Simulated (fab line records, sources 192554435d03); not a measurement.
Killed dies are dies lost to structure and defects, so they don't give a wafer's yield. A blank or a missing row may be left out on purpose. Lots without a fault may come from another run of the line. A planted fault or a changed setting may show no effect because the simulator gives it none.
Which tool did it? | flow n5_finfet | 12 lots, 36 wafers sampled, at 2 steps of a route of 1938

WHAT THE GAUGES READ, wafer by wafer
N5_FIN_SAQP_CD_MEAS_16: target cd 35.6 nm.
lot  | measured    | on        | cd_nm (nm)
L075 | day 2 04:22 | cd_sem-03 | 35.4 35.1 35.1
L077 | day 2 16:27 | cd_sem-01 | 35.5 35.8 35.7
L079 | day 3 03:08 | cd_sem-02 | 35.3 35.5 35.5
L081 | day 3 15:32 | cd_sem-03 | 35.9 35.9 35.4
L083 | day 4 04:16 | cd_sem-01 | 36.2 36.1 35.9
L085 | day 4 16:24 | cd_sem-02 | 35.1 35.4 35.5
L087 | day 5 03:38 | cd_sem-02 | 35.8 35.6 34.7
L089 | day 5 16:14 | cd_sem-02 | 36.2 35.6 35.6
L091 | day 6 03:34 | cd_sem-03 | 35.4 35.8 35.6
L093 | day 6 16:17 | cd_sem-03 | 35.5 36.1 36.1
L095 | day 7 04:23 | cd_sem-01 | 35.5 35.1 35.2
L097 | day 7 15:44 | cd_sem-01 | 35.9 36.1 35.3

WHICH TOOL RAN EACH LOT (tool, then ch and the chambers of the sampled wafers, then the start)
lot  | N5_ZERO_LAYER_ETCH_18
L075 | rie_si-01 ch 0,1,3, day 1 18:47
L077 | rie_si-02 ch 0,1,3, day 2 06:47
L079 | rie_si-03 ch 2,3, day 2 18:53
L081 | rie_si-02 ch 0,1, day 3 06:48
L083 | rie_si-01 ch 0,1,3, day 3 18:49
L085 | rie_si-03 ch 2,3, day 4 06:55
L087 | rie_si-02 ch 0,1,3, day 4 18:55
L089 | rie_si-02 ch 1,2, day 5 06:49
L091 | rie_si-02 ch 0,1,2, day 5 18:56
L093 | rie_si-02 ch 0,3, day 6 07:10
L095 | rie_si-01 ch 1,2, day 6 18:47
L097 | rie_si-03 ch 1,2, day 7 07:05
- N5_ZERO_LAYER_ETCH_18: etches Si in HBr/Cl2, target depth 120 nm, time 40 s.

THE ANSWER, worked out from the rows above alone
Rule: what is usual is taken from the lots themselves. Put in order of their means at a reading, lots are off if they are a third of the lots or fewer, leave a main group of 4 or more, and stand apart from it by a gap of 3 or more times the standard deviation of the main group's means; of several such gaps the widest counts. A main group whose means are all the same, to the digits that the tables above print for the reading, isn't used. A lot without any number at a reading at which 4 lots or more have one is off too. The other lots that the step has rows for count as sound.
No lot is off at any reading shown: from this, nothing can be told.

WHAT THE SIMULATOR HAD PUT IN
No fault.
